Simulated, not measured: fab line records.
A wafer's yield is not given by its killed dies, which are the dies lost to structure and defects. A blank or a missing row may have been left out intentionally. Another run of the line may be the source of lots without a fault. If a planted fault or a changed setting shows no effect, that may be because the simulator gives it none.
Matching of chambers    flow nandHarc    NHARC_A_STAIRCASE_DESCUM_270 on rieDiel-06 has 4 sister chambers
The step chemistry O2, time 3 s. 8 wafers are shown with their chamber, then 7 later ones without.

EACH WAFER AND ITS CHAMBER
wafer   chamber  showerheadPlenumPTorr (Torr)  drypumpMotorCurrentA (A)
L084.5  3        1.85                          6.2
L086.1  0        1.85                          6.2
L086.4  1        1.81                          5.6
L089.2  0        1.85                          6.1
L089.4  1        1.81                          5.5
L089.5  2        2.05                          6.3
L090.2  2        2.05                          6.3
L090.4  3        1.84                          6.2

WAFERS WHOSE CHAMBER IS MISSING
wafer   showerheadPlenumPTorr (Torr)  drypumpMotorCurrentA (A)
L090.5  1.85                          6.1
L094.1  1.84                          6.2
L094.2  2.05                          6.4
L094.3  1.84                          6.1
L097.1  1.80                          5.6
L097.3  1.84                          6.1
L097.5  1.80                          5.5

EACH ONE'S CHAMBER
wafer   from the rows above      in truth
L090.5  can't be placed: 0 or 3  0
L094.1  can't be placed: 3 or 0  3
L094.2  2                        2
L094.3  can't be placed: 3 or 0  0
L097.1  1                        1
L097.3  can't be placed: 3 or 0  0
L097.5  1                        1
Correct placement for 3 of the 7. These rows do not allow placing 4 (true chamber among the candidates in 4). Number placed wrongly: 0.
How it was worked out, from the rows above alone: a wafer's distance from a chamber is the root of the sum, over the readings, of the square of ((its reading less the chamber's mean) divided by the reading's scatter). If the next closest chamber is less than 2 further off than the closest, the wafer can't be placed; otherwise it belongs to the closest. The mean given for a chamber averages the wafers shown for that chamber. The scatter is the square root of a quotient: the sum, over the shown wafers, of each reading's squared deviation from its chamber's mean, divided by wafers minus chambers.
